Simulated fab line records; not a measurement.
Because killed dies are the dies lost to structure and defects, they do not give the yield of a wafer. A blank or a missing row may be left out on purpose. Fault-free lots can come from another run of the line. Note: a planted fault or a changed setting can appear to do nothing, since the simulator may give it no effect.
Chamber matching -- flow nandHarc -- NHARC_A_CHANNEL_FILL_D2_ETCHBACK_19 on rieSi-01: 4 sister chambers
The step etches the open film in HBr/Cl2, target depth 5 nm, time 1.7 s. 18 wafers are shown with their chamber, then 9 later ones without.

EACH WAFER AND ITS CHAMBER
wafer,chamber,drypumpMotorCurrentA (A),oesProductAu (a.u.),throttleValvePct (%)
L076.1,1,6.0,1.006,26.404
L076.2,2,6.1,1.007,26.423
L076.3,0,5.2,1.007,26.411
L079.1,0,5.2,1.003,26.408
L079.2,2,6.1,0.995,26.422
L079.6,3,5.7,0.993,26.395
L085.1,1,6.0,0.994,26.403
L085.4,0,5.2,0.994,26.410
L085.6,2,6.1,1.005,26.414
L086.2,1,5.9,1.004,26.403
L086.4,0,5.2,0.994,26.405
L086.6,1,5.9,0.991,26.419
L087.1,1,5.9,1.000,26.396
L087.2,2,6.1,1.003,26.399
L087.3,0,5.2,1.007,26.408
L088.4,1,5.9,1.000,26.419
L088.5,0,5.2,1.005,26.382
L088.6,1,5.9,1.003,26.392

SIGNATURES (averages over the wafers above)
reading,chamber 0,chamber 1,chamber 2,chamber 3,scatter within a chamber
drypumpMotorCurrentA,5.200,5.929,6.100,5.700,0.0319
oesProductAu,1.00167,0.99971,1.00250,0.99300,0.00566
throttleValvePct,26.40400,26.40514,26.41450,26.39500,0.0108
Rule: a wafer's distance from a chamber is the root of the sum, over the readings, of the square of ((its reading less the chamber's mean) divided by the reading's scatter). If the next closest chamber is less than 2 further off than the closest, the wafer can't be placed; otherwise it belongs to the closest. The scatter: the root of (the sum of the squares of (reading less its chamber's mean) over the shown wafers, divided by (wafers less chambers)).

WAFERS WITHOUT THEIR CHAMBER
wafer,drypumpMotorCurrentA (A),oesProductAu (a.u.),throttleValvePct (%)
L092.2,5.7,0.999,26.419
L092.3,5.9,0.995,26.410
L092.4,6.1,0.991,26.408
L093.2,5.9,1.002,26.411
L093.4,5.2,1.007,26.392
L093.6,5.2,1.008,26.400
L097.2,5.2,1.009,26.407
L097.4,5.7,1.004,26.410
L097.6,5.2,0.998,26.410

THE CHAMBER EACH PASSED THROUGH
wafer,from the rows above,in truth
L092.2,3,3
L092.3,1,1
L092.4,2,2
L093.2,1,1
L093.4,0,0
L093.6,0,0
L097.2,0,0
L097.4,3,3
L097.6,0,0
Correctly placed: 9 of 9. Can't be placed from these rows: 0. 0 placed wrongly.
